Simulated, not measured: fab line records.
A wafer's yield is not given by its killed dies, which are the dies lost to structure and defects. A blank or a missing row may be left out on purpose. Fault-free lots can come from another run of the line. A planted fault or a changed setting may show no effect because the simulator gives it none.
Check for tools in common / flow nand-harc / Lots sampled 14, wafers sampled 42

## WHY THIS WAS OPENED
At NHARC_A_ONON_D2_THK_MEAS_11 the reading thk-nm is flagged on 2 of 14 lots. Fault-free wafers read 998 nm, with a standard deviation of 11.
Rule: a lot is flagged when every wafer of it that has a number lies more than 4 standard deviations from that mean, or none has a number. The rest of the lots are taken to be sound.

lot=L964; measured=day 12 15:26; on=film-metro-01; thk-nm (nm), wafer by wafer=1007 1005 1008; flag=
lot=L966; measured=day 13 01:30; on=film-metro-02; thk-nm (nm), wafer by wafer=987 989 987; flag=
lot=L967; measured=day 13 16:54; on=film-metro-02; thk-nm (nm), wafer by wafer=1005 1004 1005; flag=
lot=L969; measured=day 14 12:43; on=film-metro-01; thk-nm (nm), wafer by wafer=1004 1007 1003; flag=
lot=L970; measured=day 15 10:57; on=film-metro-01; thk-nm (nm), wafer by wafer=994 995 995; flag=
lot=L972; measured=day 16 03:17; on=film-metro-02; thk-nm (nm), wafer by wafer=973 972 973; flag=
lot=L974; measured=day 16 21:28; on=film-metro-01; thk-nm (nm), wafer by wafer=990 990 991; flag=
lot=L979; measured=day 19 01:49; on=film-metro-01; thk-nm (nm), wafer by wafer=1001 1000 997; flag=
lot=L981; measured=day 19 17:57; on=film-metro-02; thk-nm (nm), wafer by wafer=1589 1590 1590; flag=FLAGGED
lot=L982; measured=day 20 02:22; on=film-metro-02; thk-nm (nm), wafer by wafer=1616 1617 1615; flag=FLAGGED
lot=L984; measured=day 21 01:20; on=film-metro-02; thk-nm (nm), wafer by wafer=1001 1002 1002; flag=
lot=L985; measured=day 21 06:12; on=film-metro-02; thk-nm (nm), wafer by wafer=1007 1008 1007; flag=
lot=L986; measured=day 21 18:38; on=film-metro-01; thk-nm (nm), wafer by wafer=985 983 983; flag=
lot=L987; measured=day 21 18:48; on=film-metro-02; thk-nm (nm), wafer by wafer=979 978 978; flag=
Average over the flagged lots: 1603 nm; offset from the usual +605 nm, equal to +55 standard deviations.

## EACH LOT AND THE TOOL IT RAN ON
3 process steps preceding the reading are held in the record, out of 1302 steps in the route. Each cell gives the tool, then ch followed by the chambers the sampled wafers passed through, then the start.
lot=L964; flag=; NHARC_A_CHANNEL_FILL_D1_CMP_10=cmp-01 ch 0,1,3, day 11 03:04; NHARC_A_DECK1_JOINT_CMP_13=cmp-04 ch 1,2,3, day 11 13:46; NHARC_A_ONON_D2_DEP_09=pecvd-onon-04 ch 0, day 12 14:58
lot=L966; flag=; NHARC_A_CHANNEL_FILL_D1_CMP_10=cmp-03 ch 0,2,3, day 11 15:47; NHARC_A_DECK1_JOINT_CMP_13=cmp-01 ch 0,2,3, day 12 02:22; NHARC_A_ONON_D2_DEP_09=pecvd-onon-03 ch 0, day 13 01:03
lot=L967; flag=; NHARC_A_CHANNEL_FILL_D1_CMP_10=cmp-03 ch 0,1,2, day 12 04:44; NHARC_A_DECK1_JOINT_CMP_13=cmp-04 ch 0,1,2, day 12 15:33; NHARC_A_ONON_D2_DEP_09=pecvd-onon-02 ch 0, day 13 16:23
lot=L969; flag=; NHARC_A_CHANNEL_FILL_D1_CMP_10=cmp-01 ch 1,2,3, day 12 18:55; NHARC_A_DECK1_JOINT_CMP_13=cmp-01 ch 0,1,3, day 13 05:31; NHARC_A_ONON_D2_DEP_09=pecvd-onon-03 ch 0, day 14 12:16
lot=L970; flag=; NHARC_A_CHANNEL_FILL_D1_CMP_10=cmp-03 ch 1,2,3, day 13 15:31; NHARC_A_DECK1_JOINT_CMP_13=cmp-03 ch 0,1,3, day 14 02:19; NHARC_A_ONON_D2_DEP_09=pecvd-onon-04 ch 0, day 15 10:26
lot=L972; flag=; NHARC_A_CHANNEL_FILL_D1_CMP_10=cmp-02 ch 0,2, day 14 18:08; NHARC_A_DECK1_JOINT_CMP_13=cmp-03 ch 0,1,3, day 15 04:58; NHARC_A_ONON_D2_DEP_09=pecvd-onon-02 ch 0, day 16 02:50
lot=L974; flag=; NHARC_A_CHANNEL_FILL_D1_CMP_10=cmp-01 ch 0,1, day 15 05:29; NHARC_A_DECK1_JOINT_CMP_13=cmp-01 ch 1,3, day 15 16:05; NHARC_A_ONON_D2_DEP_09=pecvd-onon-03 ch 0, day 16 20:57
lot=L979; flag=; NHARC_A_CHANNEL_FILL_D1_CMP_10=cmp-01 ch 0,3, day 17 07:08; NHARC_A_DECK1_JOINT_CMP_13=cmp-01 ch 0,1, day 17 20:18; NHARC_A_ONON_D2_DEP_09=pecvd-onon-04 ch 0, day 19 01:22
lot=L981; flag=FLAGGED; NHARC_A_CHANNEL_FILL_D1_CMP_10=cmp-02 ch 0,1, day 18 01:34; NHARC_A_DECK1_JOINT_CMP_13=cmp-01 ch 1,2,3, day 18 12:21; NHARC_A_ONON_D2_DEP_09=pecvd-onon-04 ch 0, day 19 17:30
lot=L982; flag=FLAGGED; NHARC_A_CHANNEL_FILL_D1_CMP_10=cmp-03 ch 0,3, day 18 12:50; NHARC_A_DECK1_JOINT_CMP_13=cmp-04 ch 0,2, day 18 23:23; NHARC_A_ONON_D2_DEP_09=pecvd-onon-04 ch 0, day 20 01:50
lot=L984; flag=; NHARC_A_CHANNEL_FILL_D1_CMP_10=cmp-01 ch 1,2,3, day 19 10:53; NHARC_A_DECK1_JOINT_CMP_13=cmp-01 ch 0,3, day 19 21:37; NHARC_A_ONON_D2_DEP_09=pecvd-onon-02 ch 0, day 21 00:56
lot=L985; flag=; NHARC_A_CHANNEL_FILL_D1_CMP_10=cmp-02 ch 0,2, day 19 15:08; NHARC_A_DECK1_JOINT_CMP_13=cmp-04 ch 0,2,3, day 20 01:46; NHARC_A_ONON_D2_DEP_09=pecvd-onon-02 ch 0, day 21 05:41
lot=L986; flag=; NHARC_A_CHANNEL_FILL_D1_CMP_10=cmp-01 ch 0,1, day 20 05:59; NHARC_A_DECK1_JOINT_CMP_13=cmp-01 ch 1,2,3, day 20 16:47; NHARC_A_ONON_D2_DEP_09=pecvd-onon-03 ch 0, day 21 18:11
lot=L987; flag=; NHARC_A_CHANNEL_FILL_D1_CMP_10=cmp-03 ch 0,1,2, day 20 06:02; NHARC_A_DECK1_JOINT_CMP_13=cmp-03 ch 0,3, day 20 16:46; NHARC_A_ONON_D2_DEP_09=pecvd-onon-02 ch 0, day 21 18:25
What is done by these steps:
- NHARC_A_CHANNEL_FILL_D1_CMP_10: polishes, target thk 150 nm.
- NHARC_A_DECK1_JOINT_CMP_13: polishes, target thk 51.023 nm.
- NHARC_A_ONON_D2_DEP_09: target thk 1000 nm.
- NHARC_A_ONON_D2_THK_MEAS_11: measures by ellipsometry.

## FLAGGED AGAINST TOTAL, ONE TOOL AT A TIME (gauges that did the reading follow at the end)
step=NHARC_A_CHANNEL_FILL_D1_CMP_10; tool=cmp-01; lots run=6; flagged=0; share of the flagged lots=none; sound lots run after its first flagged lot=-
step=NHARC_A_CHANNEL_FILL_D1_CMP_10; tool=cmp-02; lots run=3; flagged=1; share of the flagged lots=some; sound lots run after its first flagged lot=1 (L985)
step=NHARC_A_CHANNEL_FILL_D1_CMP_10; tool=cmp-03; lots run=5; flagged=1; share of the flagged lots=some; sound lots run after its first flagged lot=1 (L987)
step=NHARC_A_DECK1_JOINT_CMP_13; tool=cmp-01; lots run=7; flagged=1; share of the flagged lots=some; sound lots run after its first flagged lot=2 (L984,L986)
step=NHARC_A_DECK1_JOINT_CMP_13; tool=cmp-03; lots run=3; flagged=0; share of the flagged lots=none; sound lots run after its first flagged lot=-
step=NHARC_A_DECK1_JOINT_CMP_13; tool=cmp-04; lots run=4; flagged=1; share of the flagged lots=some; sound lots run after its first flagged lot=1 (L985)
step=NHARC_A_ONON_D2_DEP_09; tool=pecvd-onon-02; lots run=5; flagged=0; share of the flagged lots=none; sound lots run after its first flagged lot=-
step=NHARC_A_ONON_D2_DEP_09; tool=pecvd-onon-03; lots run=4; flagged=0; share of the flagged lots=none; sound lots run after its first flagged lot=-
step=NHARC_A_ONON_D2_DEP_09; tool=pecvd-onon-04; lots run=5; flagged=2; share of the flagged lots=all; sound lots run after its first flagged lot=0
step=NHARC_A_ONON_D2_THK_MEAS_11; tool=film-metro-01; lots run=6; flagged=0; share of the flagged lots=none; sound lots run after its first flagged lot=-
step=NHARC_A_ONON_D2_THK_MEAS_11; tool=film-metro-02; lots run=8; flagged=2; share of the flagged lots=all; sound lots run after its first flagged lot=3 (L984,L985,L987)

## WHAT THE TABLE PERMITS
In 2 table rows, all flagged lots were run: pecvd-onon-04 (NHARC_A_ONON_D2_DEP_09), film-metro-02 (NHARC_A_ONON_D2_THK_MEAS_11).
- pecvd-onon-04 at NHARC_A_ONON_D2_DEP_09: 2 of its 5 lots flagged. It ran its last sound lot, L979, at day 19 01:22 and its first flagged lot, L981, at day 19 17:30: a fault with its onset between the two fits.
- film-metro-02 at NHARC_A_ONON_D2_THK_MEAS_11: 2 of its 8 lots flagged. Lots that were sound ran on it after the first flagged one (L984, L985, L987); a persistent fault on the entire tool would not allow that.
Just one tool remains: pecvd-onon-04 at NHARC_A_ONON_D2_DEP_09.

## WHAT THE SIMULATOR HAD INSERTED
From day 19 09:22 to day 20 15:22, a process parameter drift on pecvd-onon-04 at NHARC_A_ONON_D2_DEP_09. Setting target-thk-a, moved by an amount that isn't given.
Struck lots among those shown: L981, L982. The rule above found the same.
